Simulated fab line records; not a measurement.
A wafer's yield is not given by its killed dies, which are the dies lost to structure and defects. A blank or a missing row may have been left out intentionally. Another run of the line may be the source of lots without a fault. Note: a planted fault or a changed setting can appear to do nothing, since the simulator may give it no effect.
Split-lot study || flow n5_finfet || on a route of 1938 steps: 7 lots, 21 wafers read

## ON THE SPLIT
At N5_BEOL_M8_ETCH_62 (etches SOC in N2/H2, target depth 110 nm, overetch 22 nm, time 165 s), the setting time_s was moved away from the recipe's 165 s on 5 of the 21 wafers read, by -15.0% to +22.5%. For the rest of the wafers, this setting stayed at what the recipe calls for.

The reading is taken at the split's own step.

## THE READING
SiARC_of_BEOL_M8_COAT_60.thk_nm (the simulator's own value, which no gauge read), in nm, at N5_BEOL_M8_ETCH_62 (etches SOC in N2/H2, target depth 110 nm, overetch 22 nm, time 165 s). No usual value for it is given in the file. Across the 16 wafers here that went through the recipe, the average is 28.4 nm and the standard deviation 0.13 nm.

{"wafer": "L078.1", "tool, chamber at the split": "rie_diel-05, 2", "time_s as run, s": 165, "against the recipe": "recipe", "SiARC_of_BEOL_M8_COAT_60.thk_nm, nm": 28.6, "against lot-mates on the recipe": "-"}
{"wafer": "L078.4", "tool, chamber at the split": "rie_diel-05, 2", "time_s as run, s": 165, "against the recipe": "recipe", "SiARC_of_BEOL_M8_COAT_60.thk_nm, nm": 28.4, "against lot-mates on the recipe": "-"}
{"wafer": "L078.5", "tool, chamber at the split": "rie_diel-05, 3", "time_s as run, s": 140.3, "against the recipe": "-15.0%", "SiARC_of_BEOL_M8_COAT_60.thk_nm, nm": 29.8, "against lot-mates on the recipe": "+1.3"}
{"wafer": "L081.4", "tool, chamber at the split": "rie_diel-04, 2", "time_s as run, s": 165, "against the recipe": "recipe", "SiARC_of_BEOL_M8_COAT_60.thk_nm, nm": 28.4, "against lot-mates on the recipe": "-"}
{"wafer": "L081.5", "tool, chamber at the split": "rie_diel-04, 2", "time_s as run, s": 165, "against the recipe": "recipe", "SiARC_of_BEOL_M8_COAT_60.thk_nm, nm": 28.4, "against lot-mates on the recipe": "-"}
{"wafer": "L081.6", "tool, chamber at the split": "rie_diel-04, 3", "time_s as run, s": 186.4, "against the recipe": "+13.0%", "SiARC_of_BEOL_M8_COAT_60.thk_nm, nm": 27.8, "against lot-mates on the recipe": -0.6}
{"wafer": "L082.1", "tool, chamber at the split": "rie_diel-02, 3", "time_s as run, s": 165, "against the recipe": "recipe", "SiARC_of_BEOL_M8_COAT_60.thk_nm, nm": 28.6, "against lot-mates on the recipe": "-"}
{"wafer": "L082.2", "tool, chamber at the split": "rie_diel-02, 0,3", "time_s as run, s": 165, "against the recipe": "recipe", "SiARC_of_BEOL_M8_COAT_60.thk_nm, nm": 28.4, "against lot-mates on the recipe": "-"}
{"wafer": "L082.6", "tool, chamber at the split": "rie_diel-02, 0,3", "time_s as run, s": 165, "against the recipe": "recipe", "SiARC_of_BEOL_M8_COAT_60.thk_nm, nm": 28.4, "against lot-mates on the recipe": "-"}
{"wafer": "L085.2", "tool, chamber at the split": "rie_diel-04, 1,3", "time_s as run, s": 165, "against the recipe": "recipe", "SiARC_of_BEOL_M8_COAT_60.thk_nm, nm": 28.6, "against lot-mates on the recipe": "-"}
{"wafer": "L085.5", "tool, chamber at the split": "rie_diel-04, 1,3", "time_s as run, s": 165, "against the recipe": "recipe", "SiARC_of_BEOL_M8_COAT_60.thk_nm, nm": 28.6, "against lot-mates on the recipe": "-"}
{"wafer": "L085.6", "tool, chamber at the split": "rie_diel-04, 0", "time_s as run, s": 165, "against the recipe": "recipe", "SiARC_of_BEOL_M8_COAT_60.thk_nm, nm": 28.4, "against lot-mates on the recipe": "-"}
{"wafer": "L090.1", "tool, chamber at the split": "rie_diel-04, 3", "time_s as run, s": 165, "against the recipe": "recipe", "SiARC_of_BEOL_M8_COAT_60.thk_nm, nm": 28.2, "against lot-mates on the recipe": "-"}
{"wafer": "L090.3", "tool, chamber at the split": "rie_diel-04, 0", "time_s as run, s": 165, "against the recipe": "recipe", "SiARC_of_BEOL_M8_COAT_60.thk_nm, nm": 28.4, "against lot-mates on the recipe": "-"}
{"wafer": "L090.5", "tool, chamber at the split": "rie_diel-04, 0", "time_s as run, s": 150.4, "against the recipe": "-8.8%", "SiARC_of_BEOL_M8_COAT_60.thk_nm, nm": 29, "against lot-mates on the recipe": "+0.7"}
{"wafer": "L091.3", "tool, chamber at the split": "rie_diel-04, 0", "time_s as run, s": 202.1, "against the recipe": "+22.5%", "SiARC_of_BEOL_M8_COAT_60.thk_nm, nm": 27, "against lot-mates on the recipe": -1.3}
{"wafer": "L091.4", "tool, chamber at the split": "rie_diel-04, 3", "time_s as run, s": 165, "against the recipe": "recipe", "SiARC_of_BEOL_M8_COAT_60.thk_nm, nm": 28.2, "against lot-mates on the recipe": "-"}
{"wafer": "L091.6", "tool, chamber at the split": "rie_diel-04, 2", "time_s as run, s": 165, "against the recipe": "recipe", "SiARC_of_BEOL_M8_COAT_60.thk_nm, nm": 28.4, "against lot-mates on the recipe": "-"}
{"wafer": "L094.1", "tool, chamber at the split": "rie_diel-02, 0", "time_s as run, s": 165, "against the recipe": "recipe", "SiARC_of_BEOL_M8_COAT_60.thk_nm, nm": 28.4, "against lot-mates on the recipe": "-"}
{"wafer": "L094.2", "tool, chamber at the split": "rie_diel-02, 2", "time_s as run, s": 145, "against the recipe": "-12.1%", "SiARC_of_BEOL_M8_COAT_60.thk_nm, nm": 29.2, "against lot-mates on the recipe": "+0.7"}
{"wafer": "L094.4", "tool, chamber at the split": "rie_diel-02, 0", "time_s as run, s": 165, "against the recipe": "recipe", "SiARC_of_BEOL_M8_COAT_60.thk_nm, nm": 28.6, "against lot-mates on the recipe": "-"}
Where a row lists several chambers, the file gives one row for several wafers and doesn't say which wafer went through which chamber.

THE FIT
A straight line over all 21 wafers: SiARC_of_BEOL_M8_COAT_60.thk_nm changes by -0.067 nm for each +1% of time_s; r = -0.96; the points scatter about the line by 0.15 nm.
The same after taking each lot's own level away (the mean of its wafers on the recipe; 21 wafers): -0.0633 nm for each +1%; r = -0.97; scatter 0.13 nm.
According to that fit, moving time_s by its largest amount changes the reading by 1.4 nm.
The lots' own levels span 28.30 to 28.53 nm, that is 1.8 times the standard deviation above.
Hence the lot-to-lot level has little effect on the slope; both slopes agree.
Check: -1.47 nm against its lot-mates is what the line predicts for one of the wafers moved furthest among these (+22.5%) when that wafer is left out of the fit. It came out at -1.3 nm against them.

## THE OTHER SPLITS THESE WAFERS WENT THROUGH
Note: prior to the reading, these wafers also went through further splits. Each is held against what the fit with the lots' levels taken away leaves over:
{"other split on the same wafers": "N5_BEOL_M4_COAT_67 spin_rpm", "wafers away from the commonest value": 6, "r with SiARC_of_BEOL_M8_COAT_60.thk_nm (lot level and that fit taken away)": -0.16}
{"other split on the same wafers": "N5_BEOL_M5_ILD_DEP_00 temp_c", "wafers away from the commonest value": 8, "r with SiARC_of_BEOL_M8_COAT_60.thk_nm (lot level and that fit taken away)": "+0.13"}
{"other split on the same wafers": "N5_BEOL_M5_COAT_05 spin_rpm", "wafers away from the commonest value": 10, "r with SiARC_of_BEOL_M8_COAT_60.thk_nm (lot level and that fit taken away)": -0.29}
{"other split on the same wafers": "N5_BEOL_M6_HM_DEP_02 target_thk_a", "wafers away from the commonest value": 7, "r with SiARC_of_BEOL_M8_COAT_60.thk_nm (lot level and that fit taken away)": "+0.16"}
{"other split on the same wafers": "N5_BEOL_M7_COAT_60 spin_rpm", "wafers away from the commonest value": 6, "r with SiARC_of_BEOL_M8_COAT_60.thk_nm (lot level and that fit taken away)": "+0.07"}
{"other split on the same wafers": "N5_BEOL_M7_COAT_05 spin_rpm", "wafers away from the commonest value": 4, "r with SiARC_of_BEOL_M8_COAT_60.thk_nm (lot level and that fit taken away)": "+0.16"}

## THE WHOLE CHAIN: every reading that the file lists as answering this split, in the file's order
{"step": "N5_BEOL_M8_ETCH_62", "what it does": "etches SOC in N2/H2, target depth 110 nm, overetch 22 nm, time 165 s", "reading": "SiARC_of_BEOL_M8_COAT_60.thk_nm (the simulator's own value, which no gauge read)", "change (the file's fit)": "-0.0634 nm for each +1% of the setting", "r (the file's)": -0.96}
{"step": "N5_BEOL_M8_HM_OPEN_17", "what it does": "chemistry Cl2/BCl3, target TiN, target depth 20 nm, overetch 6 nm", "reading": "etch.depth_nm (the simulator's own value, which no gauge read)", "change (the file's fit)": "not straight: 19.84 at the lowest setting, 20.05 at the recipe, 16.49 at the highest", "r (the file's)": "not given"}

## THE FILE'S OWN FIT
SiARC_of_BEOL_M8_COAT_60.thk_nm changes by -0.0634 nm for each +1% of time_s, r = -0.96.
